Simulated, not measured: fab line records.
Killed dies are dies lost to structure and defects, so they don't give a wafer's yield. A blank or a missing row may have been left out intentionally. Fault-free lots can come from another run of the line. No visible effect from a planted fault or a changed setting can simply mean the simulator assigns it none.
fab line records	flow nand_harc
record: lots: 24	wafers: 72	last_day: 33
route steps=1302 shown A_WL_FILL@972 A_CONTACT@985
lots that met no fault: from a run of the same line without faults
start_h: hours from the record's opening day to when the first of the lot's shown wafers began	wait_h: time in hours since the lot's previous step	" the same as in the row above	L1.1+2: one row covering several wafers at once	- no value present, or no start provided	* or withheld: withheld	< > ~ a bound
route shown NAME@n: NAME is a module with steps in the file, n the number in the route of the first one	usual: average and standard deviation across the fault-free wafers	same: alike in all rows	chamber/n: place in a boat	sites: readings site by site	_std_site: their standard deviation	_edge_site: inner sites' mean taken away from outer sites' mean	radius_mm: for every site, how far away it sits from the centre of the wafer	mask NAME#n: copy n	behind: tool/chamber where the wafer was last shaped	hold: the reason the lot was held/the length of the hold in hours/how it ended	device: whichever transistor did not switch (one of n, p or np)	end of line: at the end of the route, the tests of the same wafers	for a step that has no rows: nothing shown but its recipe	killed: dies that structure and defects cost at the first sort, which is not the same as the wafer's yield	map: a wafer's dies, x killed, . not, _ none there
set.NAME: setting as actually run; set.NAME@STEP: the setting as run at that earlier step	model.NAME: the simulator's own value behind a step, which no gauge read
a sample of lots followed through the steps of the route, with each step as a table and each wafer as a row
services: when a tool's chamber went out of use (start_h, in hours from the record's first day, below 0 if earlier), for how many hours, and the reason
== steps ==
step: NHARC_A_WL_FILL_ETCHBACK_26
recipe: target_depth_a: 520	time_s: 13.3	hbr_flow_sccm: 150	rf_w: 350	icp_w: 350	bias_w: 60	chemistry: HBr
usual: drypump_motor_current_A: 6.0/0.48	oes_product_au: 1.001/0.0071	rf_fwd_power_W: 342.4/1.8	throttle_valve_pct: 23.264/0.0095
lot.wafer	tool	chamber	start_h	wait_h	drypump_motor_current_A	oes_product_au	rf_fwd_power_W	rf_hours_counter_h	throttle_valve_pct
L074.3	rie_si-06	2	475.26	0.4	5.0	0.996	341.4	0.2	23.270
L074.1	"	3	"	"	6.2	1.014	340.7	0.3	23.247
L074.5	"	1	"	"	6.1	1.015	342.4	-	23.282
L075.4	rie_si-03	0	497.71	0.4	6.6	0.988	343.2	0.5	23.263
L075.3	"	2	"	"	6.4	1.006	340.2	0.6	23.269
L075.5	"	1	"	"	6.7	0.999	341.7	-	23.274
L076.2	rie_si-06	1	505.92	0.4	6.1	1.009	342.4	0.5	23.254
L076.3	"	3	"	"	6.1	0.996	340.3	0.4	23.263
L076.6	"	2	"	"	5.0	1.004	341.2	-	23.284
L077.4	rie_si-03	2	505.95	0.4	6.5	1.008	342.1	0.7	23.250
L077.2	"	3	"	"	6.0	0.998	342.2	0.7	23.274
L077.5	"	0	"	"	6.6	0.987	343.4	-	23.245
L078.4	rie_si-06	2	518.31	0.4	5.0	0.995	341.8	0.5	23.259
L078.2	"	0	"	"	6.1	0.994	339.8	0.6	23.262
L078.6	"	1	"	"	6.1	1.009	340.0	-	23.258
L079.1	rie_si-06	1	547.43	0.4	6.1	1.004	343.2	0.8	23.274
L079.2	"	3	"	"	6.2	1.006	342.2	0.6	23.264
L079.4	"	0	"	"	6.1	0.994	342.5	0.8	23.267
L080.4	rie_si-03	2	547.44	0.4	6.5	1.019	341.0	1.0	23.271
L080.6	"	1	"	"	6.7	0.992	341.1	-	23.267
L080.5	"	2	"	"	6.5	1.007	341.3	-	23.261
L081.2	rie_si-02	1	556.43	0.4	5.5	1.002	345.1	0.6	23.269
L081.1	"	2	"	"	6.1	0.995	345.3	0.6	23.252
L081.5	"	3	"	"	5.9	0.995	341.2	-	23.264
L082.1	rie_si-06	3	578.38	0.4	6.2	1.009	342.5	0.7	23.269
L082.4	"	1	"	"	6.1	1.002	341.9	1.1	23.262
L082.5	"	0	"	"	6.1	1.004	342.8	-	23.265
L083.1	rie_si-03	0	584.51	0.4	6.6	1.000	344.2	0	23.251
L083.2	"	1	"	"	6.7	0.998	339.0	0	23.266
L083.3	"	2	"	"	6.5	0.997	342.7	0	23.268
L084.1	rie_si-06	1	584.51	0.4	6.1	0.999	341.8	1.1	23.271
L084.3	"	2	"	"	5.0	0.987	340.8	0.8	23.278
L084.5	"	0	"	"	6.1	0.998	339.3	-	23.265
L086.1	rie_si-02	3	604.34	0.4	5.8	0.995	340.9	1.1	23.275
L086.3	"	0	"	"	5.6	0.997	345.1	1.0	23.273
L086.6	"	1	"	"	5.5	0.995	344.7	-	23.258
L085.1	rie_si-02	3	613.23	0.4	5.8	1.003	341.5	1.1	23.268
L085.2	"	2	"	"	6.2	0.998	345.6	1.0	23.270
L085.5	"	3	"	"	5.9	0.995	340.8	-	23.276
L088.1	rie_si-02	0	619.77	0.4	5.6	1.008	346.2	1.1	23.267
L088.2	"	2	"	"	6.2	1.000	344.9	1.1	23.282
L088.6	"	1	"	"	5.5	0.999	343.9	-	23.283
L087.4	rie_si-06	2	619.79	0.4	5.0	0.998	341.0	0.1	23.270
L087.3	"	3	"	"	6.2	1.005	341.7	0.1	23.275
L087.6	"	1	"	"	6.1	1.010	340.9	-	23.273
L089.3	rie_si-03	2	631.40	0.4	6.4	1.011	341.8	0.3	23.254
L089.1	"	3	"	"	6.0	1.002	341.3	0.4	23.262
L089.4	"	0	"	"	6.6	0.999	344.4	0.3	23.263
L090.3	rie_si-06	1	631.43	0.4	6.1	0.999	340.5	0.2	23.262
L090.6	"	3	"	"	6.1	1.005	342.3	-	23.269
L090.5	"	0	"	"	6.1	1.004	342.0	-	23.264
L091.4	rie_si-06	3	653.11	0.4	6.1	1.009	341.8	0.3	23.259
L091.3	"	0	"	"	6.1	0.997	342.8	0.3	23.267
L091.1	"	2	"	"	5.0	0.998	343.8	0.3	23.262
L093.2	rie_si-02	1	653.15	0.4	5.5	1.008	342.9	0.1	23.259
L093.6	"	2	"	"	6.1	0.994	345.0	-	23.259
L093.5	"	3	"	"	5.8	1.006	342.1	-	23.250
L092.3	rie_si-02	1	663.79	0.4	5.5	0.998	344.1	0.1	23.261
L092.2	"	0	"	"	5.6	1.007	345.6	0.2	23.276
L092.6	"	1	"	"	5.5	0.999	344.5	-	23.259
L094.4	rie_si-06	3	681.86	0.4	6.2	0.994	342.5	0.4	23.252
L094.3	"	0	"	"	6.1	0.994	341.4	0.5	23.272
L094.6	"	2	"	"	5.0	0.994	340.2	-	23.263
L095.4	rie_si-03	3	699.01	0.4	6.0	1.003	341.5	0.9	23.271
L095.2	"	1	"	"	6.7	1.009	340.2	0.8	23.256
L095.6	"	3	"	"	6.0	1.017	341.0	-	23.277
L096.3	rie_si-02	2	699.02	0.4	6.1	0.993	344.1	0.3	23.261
L096.4	"	3	"	"	5.9	0.991	340.4	0.3	23.248
L096.6	"	0	"	"	5.6	1.007	345.0	-	23.260
L097.3	rie_si-06	3	703.79	0.4	6.1	0.988	341.9	0.5	23.263
L097.2	"	0	"	"	6.1	0.989	342.0	0.6	23.262
L097.5	"	2	"	"	5.0	1.001	341.0	-	23.277
step: NHARC_A_CONTACT_DEP_28
recipe: target_thk_a: 70000	temp_c: 400	material: aC
usual: throttle_valve_pct: 35.000/0.0096
lot.wafer	tool	chamber	start_h	wait_h	throttle_valve_pct
L074.1	acl_dep-02	0	478.70	1.7	35.012
L074.3	"	0	480.12	3.1	35.002
L074.5	"	0	481.53	4.5	34.990
L075.3	acl_dep-02	0	503.60	4.0	35.005
L075.4	"	0	"	"	34.987
L075.5	"	0	"	"	35.006
L077.2	acl_dep-03	0	508.42	0.8	35.019
L077.4	"	0	509.83	2.2	35.001
L077.5	"	0	"	"	35.002
L076.2	acl_dep-01	0	509.13	1.5	35.007
L076.3	"	0	"	"	35.004
L076.6	"	0	511.94	4.3	35.001
L078.2	acl_dep-02	0	520.79	0.8	35.017
L078.4	"	0	522.20	2.2	34.987
L078.6	"	0	523.61	3.6	35.011
L079.1	acl_dep-03	0	549.44	0.3	35.003
L079.2	"	0	"	"	34.986
L079.4	"	0	551.58	2.4	34.998
L080.4	acl_dep-01	0	553.80	3.7	34.984
L080.5	"	0	"	"	35.005
L080.6	"	0	"	"	34.985
L081.1	acl_dep-02	0	558.88	0.8	35.012
L081.2	"	0	"	"	35.000
L081.5	"	0	561.75	3.6	35.017
L082.1	acl_dep-01	0	580.18	0.1	34.984
L082.4	"	0	582.29	2.2	34.975
L082.5	"	0	"	"	34.983
L083.1	acl_dep-03	0	586.86	0.6	34.995
L083.2	"	0	"	"	35.001
L083.3	"	0	"	"	35.003
L084.1	acl_dep-01	0	589.59	3.3	35.002
L084.3	"	0	590.99	4.7	35.004
L084.5	"	0	592.39	6.1	34.997
L086.1	acl_dep-03	0	606.43	0.4	34.984
L086.3	"	0	607.83	1.8	34.996
L086.6	"	0	609.93	3.9	35.012
L085.1	acl_dep-01	0	615.88	0.9	34.998
L085.2	"	0	"	"	35.015
L085.5	"	0	618.75	3.8	35.005
L088.1	acl_dep-01	0	623.43	1.9	35.007
L088.2	"	0	"	"	34.993
L088.6	"	0	627.03	5.5	34.996
L087.3	acl_dep-03	0	624.22	2.7	35.011
L087.4	"	0	"	"	34.997
L087.6	"	0	626.34	4.8	35.008
L089.1	acl_dep-02	0	633.21	0.1	35.014
L089.3	"	0	634.64	1.5	34.992
L089.4	"	0	"	"	34.989
L090.3	acl_dep-03	0	634.74	1.5	34.993
L090.5	"	0	636.15	2.9	35.003
L090.6	"	0	"	"	35.009
L091.1	acl_dep-01	0	655.48	0.6	35.001
L091.3	"	0	656.92	2.1	35.013
L091.4	"	0	"	"	34.988
L093.2	acl_dep-03	0	655.60	0.8	35.002
L093.5	"	0	657.68	2.8	34.999
L093.6	"	0	"	"	34.990
L092.2	acl_dep-01	0	669.36	3.8	35.003
L092.3	"	0	"	"	34.994
L092.6	"	0	672.22	6.7	34.992
L094.3	acl_dep-01	0	686.13	2.5	34.996
L094.4	"	0	"	"	35.014
L094.6	"	0	688.27	4.7	35.024
L095.2	acl_dep-01	0	701.49	0.8	35.012
L095.4	"	0	702.91	2.2	35.014
L095.6	"	0	704.32	3.6	34.994
L096.3	acl_dep-03	0	703.18	2.4	35.004
L096.4	"	0	"	"	35.013
L096.6	"	0	705.30	4.5	34.999
L097.2	acl_dep-01	0	709.58	4.1	34.995
L097.3	"	0	"	"	34.976
L097.5	"	0	711.70	6.2	35.000
step: NHARC_A_CONTACT_ETCH_111
recipe: source_w: withheld	pressure_mtorr: 20	bias_v: withheld	time_s: 140	target_depth_a: 7000	ar_flow_sccm: withheld	c4f8_flow_sccm: withheld	o2_flow_sccm: withheld	chemistry: C4F8/O2/Ar
lot.wafer	tool	chamber	start_h	wait_h	rf_hours_counter_h
L074.1	har_cap_etch-03	0	485.69	-	35
L074.3	"	1	"	"	-
L074.5	"	0	"	"	-
L075.4	har_cap_etch-02	0	509.53	-	-
L075.3	"	1	"	"	-
L075.5	"	1	"	"	-
L077.2	har_cap_etch-01	1	514.73	-	0
L077.4	"	0	"	"	-
L077.5	"	0	"	"	-
L076.2	har_cap_etch-02	0	515.40	-	90
L076.3	"	0	"	"	-
L076.6	"	1	"	"	-
L078.2	har_cap_etch-03	0	527.03	-	47
L078.4	"	1	"	"	-
L078.6	"	0	"	"	-
L079.2	har_cap_etch-03	1	556.35	-	50
L079.1	"	0	"	"	50
L079.4	"	1	"	"	-
L080.4	har_cap_etch-01	1	558.76	-	-
L080.5	"	0	"	"	-
L080.6	"	1	"	"	-
L081.1	har_cap_etch-02	1	565.92	-	97
L081.2	"	0	"	"	97
L081.5	"	0	"	"	-
L082.1	har_cap_etch-03	1	587.52	-	56
L082.4	"	1	"	"	-
L082.5	"	1	"	"	-
L083.2	har_cap_etch-01	0	593.80	-	13
L083.1	"	1	"	"	13
L083.3	"	0	"	"	-
L084.1	har_cap_etch-02	0	596.47	-	102
L084.3	"	1	"	"	-
L084.5	"	1	"	"	-
L086.1	har_cap_etch-01	0	613.26	-	17
L086.3	"	1	"	"	-
L086.6	"	0	"	"	-
L085.2	har_cap_etch-02	0	622.83	-	108
L085.1	"	1	"	"	108
L085.5	"	0	"	"	-
L087.3	har_cap_etch-03	0	629.94	-	-
L087.4	"	1	"	"	-
L087.6	"	1	"	"	-
L088.2	har_cap_etch-02	0	630.47	-	110
L088.1	"	1	"	"	110
L088.6	"	1	"	"	-
L090.3	har_cap_etch-02	1	640.52	-	-
L090.5	"	1	"	"	-
L090.6	"	0	"	"	-
L089.1	har_cap_etch-01	1	640.92	-	22
L089.4	"	1	"	"	-
L089.3	"	0	"	"	-
L093.2	har_cap_etch-02	0	661.74	-	118
L093.6	"	1	"	"	-
L093.5	"	0	"	"	-
L091.1	har_cap_etch-01	1	662.59	-	29
L091.4	"	0	"	"	-
L091.3	"	1	"	"	-
L092.2	har_cap_etch-03	1	675.67	-	72
L092.3	"	0	"	"	-
L092.6	"	1	"	"	-
L094.4	har_cap_etch-03	0	691.67	-	-
L094.3	"	1	"	"	-
L094.6	"	0	"	"	-
L095.2	har_cap_etch-03	1	707.66	-	78
L095.4	"	0	"	"	-
L095.6	"	0	"	"	-
L096.4	har_cap_etch-02	0	709.20	-	-
L096.3	"	1	"	"	-
L096.6	"	0	"	"	-
L097.2	har_cap_etch-03	0	715.95	-	80
L097.3	"	1	"	"	-
L097.5	"	0	"	"	-
step: NHARC_A_CONTACT_ETCH_119
recipe: source_w: withheld	pressure_mtorr: 20	bias_v: 3000	time_s: 190	target_depth_a: 18500	ar_flow_sccm: withheld	c4f8_flow_sccm: withheld	o2_flow_sccm: withheld	chemistry: C4F8/O2/Ar
lot.wafer	tool	chamber	start_h	wait_h	rf_hours_counter_h
L074.1	har_cap_etch-03	0	487.09	0.1	36
L074.3	"	1	"	"	-
L074.5	"	0	"	"	-
L075.4	har_cap_etch-02	0	510.91	0.1	-
L075.3	"	1	"	"	-
L075.5	"	1	"	"	-
L077.2	har_cap_etch-01	1	516.11	0.1	1
L077.4	"	0	"	"	-
L077.5	"	0	"	"	-
L076.2	har_cap_etch-02	0	516.81	0.1	91
L076.3	"	0	"	"	-
L076.6	"	1	"	"	-
L078.2	har_cap_etch-03	0	528.43	0.1	48
L078.4	"	1	"	"	-
L078.6	"	0	"	"	-
L079.2	har_cap_etch-03	1	557.76	0.1	51
L079.1	"	0	"	"	51
L079.4	"	1	"	"	-
L080.4	har_cap_etch-01	1	560.14	0.1	-
L080.5	"	0	"	"	-
L080.6	"	1	"	"	-
L081.1	har_cap_etch-02	1	567.79	0.2	98
L081.2	"	0	"	"	98
L081.5	"	0	"	"	-
L082.1	har_cap_etch-03	1	590.00	0.3	57
L082.4	"	1	"	"	-
L082.5	"	1	"	"	-
L083.2	har_cap_etch-01	0	595.20	0.1	14
L083.1	"	1	"	"	14
L083.3	"	0	"	"	-
L084.1	har_cap_etch-02	0	598.33	0.2	103
L084.3	"	1	"	"	-
L084.5	"	1	"	"	-
L086.1	har_cap_etch-01	0	614.66	0.1	18
L086.3	"	1	"	"	-
L086.6	"	0	"	"	-
L085.2	har_cap_etch-02	0	624.22	0.1	109
L085.1	"	1	"	"	109
L085.5	"	0	"	"	-
L087.3	har_cap_etch-03	0	631.34	0.1	-
L087.4	"	1	"	"	-
L087.6	"	1	"	"	-
L088.2	har_cap_etch-02	0	631.86	0.1	111
L088.1	"	1	"	"	111
L088.6	"	1	"	"	-
L089.1	har_cap_etch-01	1	642.31	0.1	23
L089.4	"	1	"	"	-
L089.3	"	0	"	"	-
L090.3	har_cap_etch-02	1	642.38	0.2	-
L090.5	"	1	"	"	-
L090.6	"	0	"	"	-
L093.2	har_cap_etch-02	0	663.60	0.2	119
L093.6	"	1	"	"	-
L093.5	"	0	"	"	-
L091.1	har_cap_etch-01	1	663.98	0.1	30
L091.4	"	0	"	"	-
L091.3	"	1	"	"	-
L092.2	har_cap_etch-03	1	677.06	0.1	73
L092.3	"	0	"	"	-
L092.6	"	1	"	"	-
L094.4	har_cap_etch-03	0	693.05	0.1	-
L094.3	"	1	"	"	-
L094.6	"	0	"	"	-
L095.2	har_cap_etch-03	1	709.06	0.1	79
L095.4	"	0	"	"	-
L095.6	"	0	"	"	-
L096.4	har_cap_etch-02	0	710.84	0.1	-
L096.3	"	1	"	"	-
L096.6	"	0	"	"	-
L097.2	har_cap_etch-03	0	717.34	0.1	82
L097.3	"	1	"	"	-
L097.5	"	0	"	"	-
step: NHARC_A_CONTACT_ETCH_123
recipe: source_w: withheld	pressure_mtorr: 20	bias_v: 400	time_s: 490	target_depth_a: 21100	ar_flow_sccm: withheld	c4f8_flow_sccm: 11.5	o2_flow_sccm: 7.2	chemistry: C4F8/O2/Ar
lot.wafer	tool	chamber	start_h	wait_h	rf_hours_counter_h
L074.1	har_cap_etch-03	0	487.78	0.1	37
L074.3	"	1	"	"	-
L074.5	"	0	"	"	-
L075.4	har_cap_etch-02	0	511.71	0.3	-
L075.3	"	1	"	"	-
L075.5	"	1	"	"	-
L077.2	har_cap_etch-01	1	516.86	0.2	2
L077.4	"	0	"	"	-
L077.5	"	0	"	"	-
L076.2	har_cap_etch-02	0	517.49	0.1	92
L076.3	"	0	"	"	-
L076.6	"	1	"	"	-
L078.2	har_cap_etch-03	0	529.10	0.1	49
L078.4	"	1	"	"	-
L078.6	"	0	"	"	-
L079.2	har_cap_etch-03	1	558.44	0.1	52
L079.1	"	0	"	"	52
L079.4	"	1	"	"	-
L080.4	har_cap_etch-01	1	560.99	0.3	-
L080.5	"	0	"	"	-
L080.6	"	1	"	"	-
L081.1	har_cap_etch-02	1	568.70	0.2	99
L081.2	"	0	"	"	99
L081.5	"	0	"	"	-
L082.1	har_cap_etch-03	1	591.22	0.3	58
L082.4	"	1	"	"	-
L082.5	"	1	"	"	-
L083.2	har_cap_etch-01	0	595.89	0.1	14
L083.1	"	1	"	"	14
L083.3	"	0	"	"	-
L084.1	har_cap_etch-02	0	599.32	0.3	104
L084.3	"	1	"	"	-
L084.5	"	1	"	"	-
L086.1	har_cap_etch-01	0	615.35	0.1	19
L086.3	"	1	"	"	-
L086.6	"	0	"	"	-
L085.2	har_cap_etch-02	0	624.90	0.1	109
L085.1	"	1	"	"	109
L085.5	"	0	"	"	-
L087.3	har_cap_etch-03	0	632.14	0.3	-
L087.4	"	1	"	"	-
L087.6	"	1	"	"	-
L088.2	har_cap_etch-02	0	632.54	0.1	112
L088.1	"	1	"	"	112
L088.6	"	1	"	"	-
L089.1	har_cap_etch-01	1	642.99	0.1	24
L089.4	"	1	"	"	-
L089.3	"	0	"	"	-
L090.3	har_cap_etch-02	1	643.44	0.3	-
L090.5	"	1	"	"	-
L090.6	"	0	"	"	-
L093.2	har_cap_etch-02	0	664.59	0.3	119
L093.6	"	1	"	"	-
L093.5	"	0	"	"	-
L091.1	har_cap_etch-01	1	664.73	0.2	31
L091.4	"	0	"	"	-
L091.3	"	1	"	"	-
L092.2	har_cap_etch-03	1	677.74	0.1	74
L092.3	"	0	"	"	-
L092.6	"	1	"	"	-
L094.4	har_cap_etch-03	0	693.85	0.3	-
L094.3	"	1	"	"	-
L094.6	"	0	"	"	-
L095.2	har_cap_etch-03	1	709.74	0.1	80
L095.4	"	0	"	"	-
L095.6	"	0	"	"	-
L096.4	har_cap_etch-02	0	711.64	0.3	-
L096.3	"	1	"	"	-
L096.6	"	0	"	"	-
L097.2	har_cap_etch-03	0	718.08	0.2	82
L097.3	"	1	"	"	-
L097.5	"	0	"	"	-
step: NHARC_A_CONTACT_ETCH_102
recipe: target_depth_a: 1000	overetch_a: 100	time_s: 55	ion_energy_ev: 100	cf4_flow_sccm: 80	o2_flow_sccm: 20	ar_flow_sccm: 0	rf_w: 300	bias_w: 100	chemistry: CF4/O2
usual: drypump_motor_current_A: 5.5/0.39	oes_ar_750_au: 1.001/0.0047	oes_product_au: 1.002/0.0073	rf_fwd_power_W: 297.3/1	rf_vpp_V: 197.4/1.4	showerhead_plenum_p_Torr: 1.31/0.051	throttle_valve_pct: 13.397/0.0091
lot.wafer	tool	chamber	start_h	wait_h	drypump_motor_current_A	oes_ar_750_au	oes_product_au	rf_fwd_power_W	rf_hours_counter_h	rf_vpp_V	showerhead_plenum_p_Torr	throttle_valve_pct
L074.3	rie_diel-13	2	489.26	0.1	5.2	0.992	0.995	296.2	51	196.1	1.30	13.391
L074.1	"	0	"	"	6.3	1.008	1.001	296.2	44	197.4	1.29	13.394
L074.5	"	3	"	"	5.2	0.998	1.004	297.6	-	198.5	1.28	13.411
L075.3	rie_diel-05	1	513.08	0.1	5.4	0.997	1.012	296.4	35	197.0	1.28	13.403
L075.4	"	3	"	"	5.3	1.005	1.001	298.7	31	198.1	1.32	13.396
L075.5	"	0	"	"	5.4	1.004	1.000	296.5	-	198.4	1.31	13.391
L077.2	rie_diel-05	0	518.27	0.1	5.4	0.997	1.004	297.8	37	198.8	1.31	13.407
L077.4	"	1	"	"	5.4	1.008	1.006	296.2	38	195.4	1.28	13.378
L077.5	"	2	"	"	5.1	1.003	1.006	296.7	-	197.5	1.29	13.379
L076.2	rie_diel-05	0	518.97	0.1	5.4	1.003	0.998	297.6	37	198.0	1.31	13.402
L076.3	"	1	"	"	5.4	1.008	1.002	297.0	38	197.1	1.28	13.402
L076.6	"	1	"	"	5.4	1.004	1.004	297.0	-	195.8	1.28	13.389
L078.4	rie_diel-03	2	530.61	0.1	6.2	0.995	1.006	296.0	10	196.7	1.34	13.402
L078.2	"	0	"	"	5.3	0.994	0.996	297.3	9	196.0	1.24	13.400
L078.6	"	2	"	"	6.2	1.000	0.994	296.9	-	198.5	1.34	13.385
L079.2	rie_diel-05	2	559.94	0.0	5.1	1.000	0.996	298.3	51	196.9	1.28	13.398
L079.1	"	3	"	"	5.2	0.997	0.996	298.4	49	198.0	1.31	13.390
L079.4	"	0	"	"	5.4	1.001	1.004	297.6	54	198.3	1.31	13.396
L080.4	rie_diel-13	2	562.24	0.1	5.2	1.011	0.991	296.9	17	197.9	1.29	13.418
L080.6	"	3	"	"	5.2	1.000	0.990	295.0	-	196.8	1.27	13.397
L080.5	"	0	"	"	6.3	0.990	0.996	296.8	-	195.2	1.28	13.383
L081.1	rie_diel-05	0	570.36	0.1	5.4	1.001	0.999	298.1	57	198.4	1.30	13.401
L081.2	"	3	"	"	5.2	1.003	0.991	298.3	54	198.4	1.31	13.397
L081.5	"	1	"	"	5.4	1.002	0.995	297.8	-	197.0	1.27	13.405
L082.1	rie_diel-05	1	593.13	0.1	5.4	1.010	1.003	296.4	0	195.7	1.27	13.389
L082.4	"	2	"	"	5.1	1.000	1.005	297.8	0	196.1	1.28	13.398
L082.5	"	3	"	"	5.2	1.003	1.006	298.0	-	198.6	1.31	13.386
L083.2	rie_diel-03	3	597.38	0.1	6.0	1.008	1.012	297.4	20	196.3	1.28	13.398
L083.3	"	0	"	"	5.3	1.002	0.988	297.7	20	196.6	1.23	13.409
L083.1	"	1	"	"	5.4	0.997	1.006	297.6	19	198.8	1.39	13.403
L084.1	rie_diel-05	3	600.90	0.1	5.2	1.000	0.992	298.3	1	197.6	1.31	13.396
L084.3	"	2	"	"	5.1	1.001	1.008	296.8	1	197.0	1.28	13.388
L084.5	"	0	"	"	5.4	0.999	1.005	297.3	-	197.4	1.30	13.396
L086.1	rie_diel-13	3	616.84	0.1	5.2	1.002	0.988	295.9	34	196.1	1.27	13.399
L086.3	"	0	"	"	6.3	0.996	1.001	296.4	31	198.4	1.28	13.400
L086.6	"	3	"	"	5.2	1.002	0.986	295.8	-	194.7	1.27	13.384
L085.2	rie_diel-03	3	626.39	0.1	5.9	1.005	1.009	297.4	25	196.8	1.28	13.398
L085.1	"	0	"	"	5.3	1.004	0.994	295.7	25	195.2	1.23	13.405
L085.5	"	3	"	"	5.9	0.999	1.004	298.4	-	196.4	1.28	13.425
L088.2	rie_diel-05	1	634.31	0.1	5.4	1.002	1.012	296.2	8	196.8	1.27	13.394
L088.1	"	2	"	"	5.0	1.006	1.005	298.8	11	196.3	1.28	13.395
L088.6	"	3	"	"	5.2	1.012	1.005	298.2	-	197.9	1.31	13.407
L087.3	rie_diel-03	3	634.33	0.1	5.9	1.004	0.996	296.6	28	195.8	1.28	13.414
L087.4	"	1	"	"	5.4	1.007	1.004	297.4	26	199.7	1.39	13.404
L087.6	"	2	"	"	6.3	0.996	1.010	295.4	-	197.1	1.34	13.410
L089.3	rie_diel-03	3	644.65	0.1	5.9	0.998	1.018	297.7	0	196.1	1.28	13.388
L089.1	"	0	"	"	5.3	0.997	0.994	297.8	0	199.7	1.45	13.378
L089.4	"	1	"	"	5.4	1.002	1.004	297.5	0	197.9	1.39	13.408
L090.3	rie_diel-05	3	644.89	0.1	5.2	1.008	0.999	296.6	16	197.0	1.31	13.390
L090.6	"	0	"	"	5.4	0.992	0.993	296.0	-	197.3	1.30	13.397
L090.5	"	1	"	"	5.4	1.012	0.998	297.7	-	197.3	1.27	13.409
L093.2	rie_diel-13	1	666.13	0.1	5.3	0.996	1.005	297.8	53	200.7	1.40	13.392
L093.6	"	0	"	"	6.4	0.998	0.997	296.7	-	196.1	1.28	13.392
L093.5	"	1	"	"	5.3	1.008	0.999	298.6	-	199.3	1.40	13.406
L091.3	rie_diel-03	3	666.14	0.1	5.9	1.001	1.012	297.5	5	196.3	1.28	13.382
L091.1	"	0	"	"	5.3	1.007	1.004	297.1	5	200.2	1.44	13.388
L091.4	"	1	"	"	5.4	0.996	1.003	297.4	5	199.9	1.39	13.402
L092.2	rie_diel-03	1	679.25	0.0	5.4	1.002	1.002	297.3	8	198.3	1.39	13.412
L092.3	"	0	"	"	5.3	0.995	0.992	296.9	7	200.7	1.44	13.402
L092.6	"	2	"	"	6.2	1.009	1.007	295.3	-	197.5	1.34	13.403
L094.4	rie_diel-05	1	695.17	0.1	5.4	0.995	1.010	297.6	25	195.0	1.27	13.397
L094.3	"	3	"	"	5.2	1.000	1.005	299.3	30	197.3	1.31	13.402
L094.6	"	0	"	"	5.4	0.998	1.011	298.5	-	196.0	1.30	13.389
L095.2	rie_diel-03	1	711.44	0.1	5.4	1.002	0.998	294.7	11	198.3	1.39	13.406
L095.4	"	2	"	"	6.2	0.996	1.010	296.5	14	196.4	1.33	13.403
L095.6	"	1	"	"	5.4	0.999	0.995	294.9	-	199.0	1.38	13.416
L096.3	rie_diel-03	3	712.95	0.0	5.9	1.001	1.019	297.7	13	197.0	1.28	13.400
L096.4	"	0	"	"	5.3	1.001	1.008	297.0	13	200.3	1.44	13.390
L096.6	"	3	"	"	5.9	1.006	1.003	297.9	-	195.9	1.28	13.389
L097.3	rie_diel-13	3	719.50	0.1	5.2	0.994	0.996	295.8	4	196.5	1.26	13.394
L097.2	"	0	"	"	6.4	1.000	0.991	296.5	4	196.6	1.27	13.394
L097.5	"	1	"	"	5.3	1.007	0.996	299.3	-	197.5	1.40	13.402
== services ==
tool	chamber	start_h	hours	kind
rie_si-02	-	454.00	9.0	pm
rie_diel-03	-	458.42	9.0	pm
rie_si-06	0	474.51	4.7	repair
acl_dep-03	-	481.48	13.0	pm
acl_dep-01	-	492.44	4.5	repair
har_cap_etch-01	-	497.00	17.0	pm
rie_si-02	0	524.79	22.1	repair
rie_si-02	-	529.38	0.9	repair
rie_si-06	-	530.54	0.2	repair
rie_si-06	3	550.79	12.5	repair
acl_dep-01	-	555.91	13.0	pm
rie_si-03	-	556.56	1.9	repair
rie_diel-03	2	570.50	5.3	repair
rie_diel-03	1	580.94	8.3	repair
rie_diel-05	-	583.60	9.0	pm
rie_si-06	-	603.00	9.0	pm
rie_si-02	3	616.39	4.7	repair
rie_si-02	-	631.00	9.0	pm
har_cap_etch-01	-	637.73	1.1	repair
rie_si-06	1	649.74	2.1	repair
acl_dep-03	-	662.48	13.0	pm
rie_diel-05	2	678.13	1.2	repair
rie_si-02	-	690.40	0.3	repair
rie_diel-03	1	695.26	15.9	repair
== key ==
fault none
